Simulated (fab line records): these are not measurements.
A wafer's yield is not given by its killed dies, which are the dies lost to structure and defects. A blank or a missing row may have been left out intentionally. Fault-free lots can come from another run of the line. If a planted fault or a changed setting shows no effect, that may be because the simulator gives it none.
Matching of chambers :: flow nandHarc :: NHARC_P_M1_ETCH_35 on rieDiel-05: 4 sister chambers
The step etches the open film in N2/H2, target depth 40 nm, overetch 12 nm, time 43.94 s. 4 wafers are shown with their chamber, then 9 later ones without.

WAFERS PAIRED WITH THEIR CHAMBERS
wafer: L080.3
chamber: 0
drypumpMotorCurrentA (A): 6.2

wafer: L090.1
chamber: 1
drypumpMotorCurrentA (A): 5.3

wafer: L091.5
chamber: 2
drypumpMotorCurrentA (A): 5.7

wafer: L091.6
chamber: 3
drypumpMotorCurrentA (A): 5.7

WAFERS WITH NO CHAMBER GIVEN
wafer: L092.3
drypumpMotorCurrentA (A): 5.8

wafer: L092.5
drypumpMotorCurrentA (A): 5.7

wafer: L092.6
drypumpMotorCurrentA (A): 6.2

wafer: L094.1
drypumpMotorCurrentA (A): 6.2

wafer: L094.2
drypumpMotorCurrentA (A): 5.3

wafer: L094.3
drypumpMotorCurrentA (A): 5.7

wafer: L097.1
drypumpMotorCurrentA (A): 6.2

wafer: L097.5
drypumpMotorCurrentA (A): 5.7

wafer: L097.6
drypumpMotorCurrentA (A): 5.8

WHICH CHAMBER EACH ONE RAN IN
wafer: L092.3
from the rows above: can't be placed: 2 or 3
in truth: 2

wafer: L092.5
from the rows above: can't be placed: 2 or 3
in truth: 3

wafer: L092.6
from the rows above: 0
in truth: 0

wafer: L094.1
from the rows above: 0
in truth: 0

wafer: L094.2
from the rows above: 1
in truth: 1

wafer: L094.3
from the rows above: can't be placed: 2 or 3
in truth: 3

wafer: L097.1
from the rows above: 0
in truth: 0

wafer: L097.5
from the rows above: can't be placed: 2 or 3
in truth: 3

wafer: L097.6
from the rows above: can't be placed: 2 or 3
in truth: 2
4 of 9 placed correctly. Cannot be placed on the basis of these rows: 5; the candidates contain the true chamber in 5. Wrongly placed: 0.
How it was worked out, from the rows above alone: a wafer's distance from a chamber is the root of the sum, over the readings, of the square of ((its reading less the chamber's mean) divided by the reading's scatter). The wafer belongs to the nearest chamber; if the next one is less than 2 further off, it can't be placed. For every chamber, the mean is computed from those of its wafers that are shown. The scatter (one wafer shown for each chamber): square how far every hidden wafer sits from the nearest shown wafer, average those squares and take the square root.
